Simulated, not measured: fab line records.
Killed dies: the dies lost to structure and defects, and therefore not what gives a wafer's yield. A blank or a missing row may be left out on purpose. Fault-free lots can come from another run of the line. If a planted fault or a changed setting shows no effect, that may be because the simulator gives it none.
Comparing a struck lot with a sound one -- flow nand_harc -- 15 out of 1302 route steps
Sound: these wafers, L256.2, L256.4, L256.5. Wafers struck: L257.1, L257.2, L257.3. The cause is given at the end.
Per side, at each step with rows, come the tool, then ch with its chambers, and then its first start. Under that, the readings that differ: sound wafers -- struck wafers -- difference of the means -- sigmas: that difference in standard deviations of wafers without a fault.
alike: readings whose means differ by less than 2 such deviations, and words and numbers that are the same on both sides. not compared: withheld readings, readings that some wafer has no value for, bounds like >300 that may hide the same value, and numbers for which the record gives no deviation and whose values overlap.
The two part at a step that has a row with sigmas, a row that says differs or no value, or rows on one side only. Numbers that don't overlap but have no deviation are shown without sigmas and don't part them. A reading missing from all wafers of one side parts the sides only when that side holds two or more wafers.

NHARC_A_STAIRCASE_ETCH_253: etches the open film in C4F8/O2, target depth 50 nm, time 20.2 s.
  sound on rie_diel-05 ch 0,1,2, day 22 17:19; struck on rie_diel-10 ch 0,1,2, day 22 18:07
  alike: oes_product_au, rf_vpp_V
  not compared: rf_hours_counter_h
NHARC_A_STAIRCASE_STRIP_254: strips in O2.
  sound on plasma_asher-02 ch 1, day 22 17:34; struck on plasma_asher-02 ch 0,1, day 22 19:11
  alike: drypump_motor_current_A, heater_power_w
  not compared: rf_hours_counter_h
then, 3 steps without rows for these wafers: NHARC_A_STAIRCASE_STRIP_255 (strips in SPM, time 900 s); NHARC_A_STAIRCASE_PRECLEAN_256 (cleans in SC1); NHARC_A_STAIRCASE_SRD_257.
NHARC_A_STAIRCASE_HM_DEP_456: deposits aC, target thk 3100 nm.
  sound on acl_dep-03 ch 0, day 22 21:01; struck on acl_dep-01 ch 0, day 22 21:55
  alike: throttle_valve_pct
NHARC_A_STAIRCASE_DEP_259: deposits SiON, target thk 30 nm.
  sound on pecvd-02 ch 0,1,2, day 22 22:37; struck on pecvd-02 ch 0,1,2, day 22 23:46
  alike: heater_power_w
then, 5 steps without rows for these wafers: NHARC_A_STAIRCASE_DEHYDRATE_260 (time 120 s); NHARC_A_STAIRCASE_HMDS_261 (time 30 s); NHARC_A_STAIRCASE_COAT_262; NHARC_A_STAIRCASE_SOFTBAKE_263 (time 170 s); NHARC_A_STAIRCASE_EBR_264.
NHARC_A_STAIRCASE_EXPOSE_265: exposes mask CHOP 200.
  sound on krf_scanner-02 ch 0, day 22 23:10; struck on krf_scanner-04 ch 0, day 23 00:22
reading,sound,struck,difference,sigmas
exposure_dose_mJ_cm2,25.031 24.984 25.030,23.824 23.799 23.844,-1.193,-57
  alike: mask
then, 1 step without rows for these wafers: NHARC_A_STAIRCASE_PEB_266 (peb time 130 s).
-- jump in the record: it breaks off in module A_STAIRCASE and resumes in module END (first step shown: number 1302 of the route), and 9 days separate the struck wafers' starts before and after --
NHARC_END_SORT_01:
  sound on prober-02 ch 0, day 30 16:58; struck on prober-01 ch 0, day 31 19:11
  alike: killed_at_array, killed_at_other, killed_at_periphery, killed_dies, killed_open, killed_short

WHERE THEY PART
Only at NHARC_A_STAIRCASE_EXPOSE_265, as far as this record shows. Later steps at which nothing parts them and some readings are alike: NHARC_END_SORT_01.

WHY: what had been put in by the simulator
Process parameter drift: krf_scanner-04, from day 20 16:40 on, at NHARC_A_STAIRCASE_EXPOSE_265. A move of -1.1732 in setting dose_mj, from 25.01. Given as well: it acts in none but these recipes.
